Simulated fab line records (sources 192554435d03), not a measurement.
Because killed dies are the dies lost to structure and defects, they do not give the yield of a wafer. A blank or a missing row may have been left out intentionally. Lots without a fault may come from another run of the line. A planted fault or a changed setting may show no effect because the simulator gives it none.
One fault through the eyes of 3 desks ; flow n5_finfet ; each desk holds nothing but its own numbers, with what lay behind them at the end

METROLOGY DESK
Lot by lot, what the gauges showed, no matter which tool ran the lot: averages of those sampled wafers that carry a number. If a lot's mean is further than 4 standard deviations from the usual mean, the lot is out of limits and carries the mark OUT (the distance appears in the brackets). 7 of its 18 readings are shown: the first one out of limits and those lying furthest out on some lot.
Columns: A = IOFF_N_LONG at N5_BEOL_M4_RC_MEAS_101, usual 5.58e-05 nA/um; B = ION_P at N5_BEOL_M4_RC_MEAS_101, usual 456 uA/um; C = SS_P at N5_BEOL_M4_RC_MEAS_101, usual 73.1 mV/dec; D = VT_N_LONG at N5_BEOL_M4_RC_MEAS_101, usual 274.4 mV; E = VT_P at N5_BEOL_M4_RC_MEAS_101, usual -252 mV; F = VT_P_LONG at N5_BEOL_M4_RC_MEAS_101, usual -276.3 mV; G = VT_P_LVT at N5_BEOL_M4_RC_MEAS_101, usual -99.8 mV
lot;first seen here;A;B;C;D;E;F;G
L779;day 9 17:53;5.41e-05;458;73.0;276.3;-255;-277.2;-101.2
L782;day 10 23:08;5.48e-05;457;73.4;275.1;-253;-278.6;-99.0
L784;day 11 08:04;5.65e-05;448;72.4;275.6;-255;-275.5;-103.3
L789;day 12 12:49;7.63e-05 (+9.8) OUT;383 (-10) OUT;79.6 (+10) OUT;291.0 (+7.9) OUT;-287 (-11) OUT;-311.5 (-14) OUT;-136.8 (-16) OUT
L788;day 12 13:01;7.70e-05 (+10) OUT;389 (-9.4) OUT;80.6 (+12) OUT;289.4 (+7.1) OUT;-283 (-9.7) OUT;-309.0 (-13) OUT;-132.0 (-14) OUT
L790;day 12 22:44;5.49e-05;465;72.6;272.9;-250;-273.9;-99.6
L798;day 14 23:49;6.07e-05;465;72.9;270.5;-247;-270.5;-96.1
L799;day 15 02:43;5.58e-05;450;72.3;274.6;-255;-280.1;-103.1
L800;day 15 08:19;5.37e-05;461;73.2;274.8;-252;-277.7;-101.4
This desk reports L788, L789 out of limits; the earliest was L789 at day 12 12:49 (IOFF_N_LONG at N5_BEOL_M4_RC_MEAS_101). In limits: L779, L782, L784, L790, L798, L799, L800.

THE DEFECT DESK
Counts from the inspections along the route, per lot, as means over the sampled wafers that have a number. If a lot's mean is further than 4 standard deviations from the usual mean, the lot is out of limits and carries the mark OUT (the distance appears in the brackets).
Columns: A = raw_defect_count at N5_MOL_CONTACT_COAG_INSPECT_97, usual 42
lot;first seen here;A
L779;day 5 12:37;35
L782;day 6 04:20;56
L784;day 6 19:14;31
L788;day 7 20:43;43
L789;day 8 01:59;57
L790;day 8 14:05;52
L798;day 10 06:51;46
L799;day 10 12:22;31
L800;day 10 17:20;40
This desk's finding: nothing out of limits on any of the 9 lots.

DESK OF THE TOOL OWNER: hp_anneal-01
The tool's own readings at N5_MOL_CONTACT_COAG_ANNEAL_112 (time 1800 s): means of the sampled wafers that have a number, for each lot that ran on this tool. If a lot's mean is further than 4 standard deviations from the usual mean, the lot is out of limits and carries the mark OUT (the distance appears in the brackets).
Columns: A = pressure_atm at N5_MOL_CONTACT_COAG_ANNEAL_112, usual 10.001; B = spike_tc_bottom_C at N5_MOL_CONTACT_COAG_ANNEAL_112, usual 420.8 C; C = spike_tc_top_C at N5_MOL_CONTACT_COAG_ANNEAL_112, usual 434.8 C; D = wafer_temp_C_max at N5_MOL_CONTACT_COAG_ANNEAL_112, usual 401.9; E = zone_power_bottom_pct at N5_MOL_CONTACT_COAG_ANNEAL_112, usual 12.46 %
lot;first seen here;A;B;C;D;E
L779;day 5 09:35;10.017;419.8;434.8;402.2;12.33
L782;day 6 01:19;9.979;420.5;435.4;401.9;12.44
L784;day 6 16:13;10.034;420.2;434.8;401.9;12.41
L790;day 8 11:02;9.998;420.2;434.4;402.0;12.41
L798;day 10 03:49;10.011;420.9;434.5;401.5;12.53
L799;day 10 09:20;10.006;421.4;435.4;401.9;12.51
L800;day 10 14:17;9.974;420.5;435.4;401.9;12.44
This desk's finding: nothing out of limits on any of the 7 lots.

TAKEN TOGETHER
L788, L789 would have let the metrology desk raise an alarm at day 12 12:49.
Nothing the defect desk looked at was out of limits.
Nothing out of limits was seen by the tool owner's desk.
The defect desk has L788, L789 on record, within its limits.
The tool owner's desk has no number on record for L788, L789.
On hp_anneal-01, each named lot ran N5_MOL_CONTACT_COAG_ANNEAL_112.

WHAT THE SIMULATOR HAD INSERTED
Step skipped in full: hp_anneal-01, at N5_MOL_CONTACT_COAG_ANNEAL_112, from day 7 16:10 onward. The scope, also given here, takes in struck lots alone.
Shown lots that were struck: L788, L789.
Per desk, hours elapsed from the start of the fault to the first reading out of limits: for the metrology desk, 117.
